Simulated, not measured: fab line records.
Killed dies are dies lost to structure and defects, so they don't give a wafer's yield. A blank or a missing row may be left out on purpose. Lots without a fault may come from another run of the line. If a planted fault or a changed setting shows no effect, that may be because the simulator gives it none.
Split-lot trial / flow n5_finfet / on a route of 1938 steps: 7 lots, 21 wafers read

## ON THE SPLIT
At N5_ZERO_LAYER_PECVD_02 (deposits SiO2 from SiH4/N2O, target thk 10 nm, time 6 s), the setting time_s was moved away from the recipe's 6 s on 6 of the 21 wafers read, by -7.6% to +12.5%. For the rest of the wafers, this setting stayed at what the recipe calls for.

The reading comes from the split's own step.

## THE READING
SiO2_of_ZERO_LAYER_PECVD_02.thk_nm (the simulator's own value, which no gauge read), in nm, at N5_ZERO_LAYER_PECVD_02 (deposits SiO2 from SiH4/N2O, target thk 10 nm, time 6 s). There is no usual value for it anywhere in the file. Average 10.076 nm, standard deviation 0.15 nm, over the 15 wafers here run with the recipe.

wafer=L075.1; tool, chamber at the split=pecvd-02, 2; time_s as run, s=6; against the recipe=recipe; SiO2_of_ZERO_LAYER_PECVD_02.thk_nm, nm=9.77; against lot-mates on the recipe=-
wafer=L075.2; tool, chamber at the split=pecvd-02, 1; time_s as run, s=6; against the recipe=recipe; SiO2_of_ZERO_LAYER_PECVD_02.thk_nm, nm=9.97; against lot-mates on the recipe=-
wafer=L075.4; tool, chamber at the split=pecvd-02, 2; time_s as run, s=6.348; against the recipe=+5.8%; SiO2_of_ZERO_LAYER_PECVD_02.thk_nm, nm=10.65; against lot-mates on the recipe=+0.780
wafer=L078.2; tool, chamber at the split=pecvd-02, 1; time_s as run, s=6; against the recipe=recipe; SiO2_of_ZERO_LAYER_PECVD_02.thk_nm, nm=10.06; against lot-mates on the recipe=-
wafer=L078.5; tool, chamber at the split=pecvd-02, 1; time_s as run, s=6; against the recipe=recipe; SiO2_of_ZERO_LAYER_PECVD_02.thk_nm, nm=10.34; against lot-mates on the recipe=-
wafer=L078.6; tool, chamber at the split=pecvd-02, 0; time_s as run, s=6; against the recipe=recipe; SiO2_of_ZERO_LAYER_PECVD_02.thk_nm, nm=10.1; against lot-mates on the recipe=-
wafer=L079.1; tool, chamber at the split=pecvd-01, 0; time_s as run, s=5.561; against the recipe=-7.3%; SiO2_of_ZERO_LAYER_PECVD_02.thk_nm, nm=9.45; against lot-mates on the recipe=-0.715
wafer=L079.3; tool, chamber at the split=pecvd-01, 1; time_s as run, s=6; against the recipe=recipe; SiO2_of_ZERO_LAYER_PECVD_02.thk_nm, nm=10.21; against lot-mates on the recipe=-
wafer=L079.4; tool, chamber at the split=pecvd-01, 0; time_s as run, s=6; against the recipe=recipe; SiO2_of_ZERO_LAYER_PECVD_02.thk_nm, nm=10.12; against lot-mates on the recipe=-
wafer=L080.2; tool, chamber at the split=pecvd-02, 1; time_s as run, s=6; against the recipe=recipe; SiO2_of_ZERO_LAYER_PECVD_02.thk_nm, nm=9.828; against lot-mates on the recipe=-
wafer=L080.3; tool, chamber at the split=pecvd-02, 2; time_s as run, s=6; against the recipe=recipe; SiO2_of_ZERO_LAYER_PECVD_02.thk_nm, nm=9.899; against lot-mates on the recipe=-
wafer=L080.5; tool, chamber at the split=pecvd-02, 0; time_s as run, s=6.348; against the recipe=+5.8%; SiO2_of_ZERO_LAYER_PECVD_02.thk_nm, nm=10.64; against lot-mates on the recipe=+0.777
wafer=L082.3; tool, chamber at the split=pecvd-02, 1; time_s as run, s=6; against the recipe=recipe; SiO2_of_ZERO_LAYER_PECVD_02.thk_nm, nm=10.1; against lot-mates on the recipe=-
wafer=L082.4; tool, chamber at the split=pecvd-02, 2; time_s as run, s=6; against the recipe=recipe; SiO2_of_ZERO_LAYER_PECVD_02.thk_nm, nm=10.09; against lot-mates on the recipe=-
wafer=L082.5; tool, chamber at the split=pecvd-02, 0; time_s as run, s=6; against the recipe=recipe; SiO2_of_ZERO_LAYER_PECVD_02.thk_nm, nm=10.3; against lot-mates on the recipe=-
wafer=L088.1; tool, chamber at the split=pecvd-03, 1; time_s as run, s=6.749; against the recipe=+12.5%; SiO2_of_ZERO_LAYER_PECVD_02.thk_nm, nm=11.27; against lot-mates on the recipe=+1.200
wafer=L088.5; tool, chamber at the split=pecvd-03, 1,0; time_s as run, s=6; against the recipe=recipe; SiO2_of_ZERO_LAYER_PECVD_02.thk_nm, nm=10.07; against lot-mates on the recipe=-
wafer=L088.6; tool, chamber at the split=pecvd-03, 1,0; time_s as run, s=6; against the recipe=recipe; SiO2_of_ZERO_LAYER_PECVD_02.thk_nm, nm=10.07; against lot-mates on the recipe=-
wafer=L089.1; tool, chamber at the split=pecvd-03, 2; time_s as run, s=5.543; against the recipe=-7.6%; SiO2_of_ZERO_LAYER_PECVD_02.thk_nm, nm=9.176; against lot-mates on the recipe=-1.044
wafer=L089.4; tool, chamber at the split=pecvd-03, 0; time_s as run, s=6; against the recipe=recipe; SiO2_of_ZERO_LAYER_PECVD_02.thk_nm, nm=10.22; against lot-mates on the recipe=-
wafer=L089.6; tool, chamber at the split=pecvd-03, 2; time_s as run, s=5.543; against the recipe=-7.6%; SiO2_of_ZERO_LAYER_PECVD_02.thk_nm, nm=9.204; against lot-mates on the recipe=-1.016
When a row names more than one chamber, that row covers several wafers, and the file does not tell which wafer ran in which chamber.

FIT RESULTS
A straight line over all 21 wafers: SiO2_of_ZERO_LAYER_PECVD_02.thk_nm changes by +0.101 nm for each +1% of time_s; r = +0.95; the points scatter about the line by 0.15 nm.
The same after taking each lot's own level away (the mean of its wafers on the recipe; 21 wafers): +0.114 nm for each +1%; r = +0.98; scatter 0.11 nm.
Per that fit: largest time_s move, reading shift of 1.4 nm.
The span of the lots' own levels, 9.8635 to 10.2200 nm, comes to 2.3 times the standard deviation stated above.
In other words, the slope is changed by the lot-to-lot level; the two fits disagree.
Check: for one of the wafers moved furthest among these (+12.5%), held out of the fit, the line's prediction against its lot-mates is +1.59 nm. It came out at +1.2 nm against them.

## THE FILE'S OWN FIT
SiO2_of_ZERO_LAYER_PECVD_02.thk_nm changes by +0.111 nm for each +1% of time_s, r = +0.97.
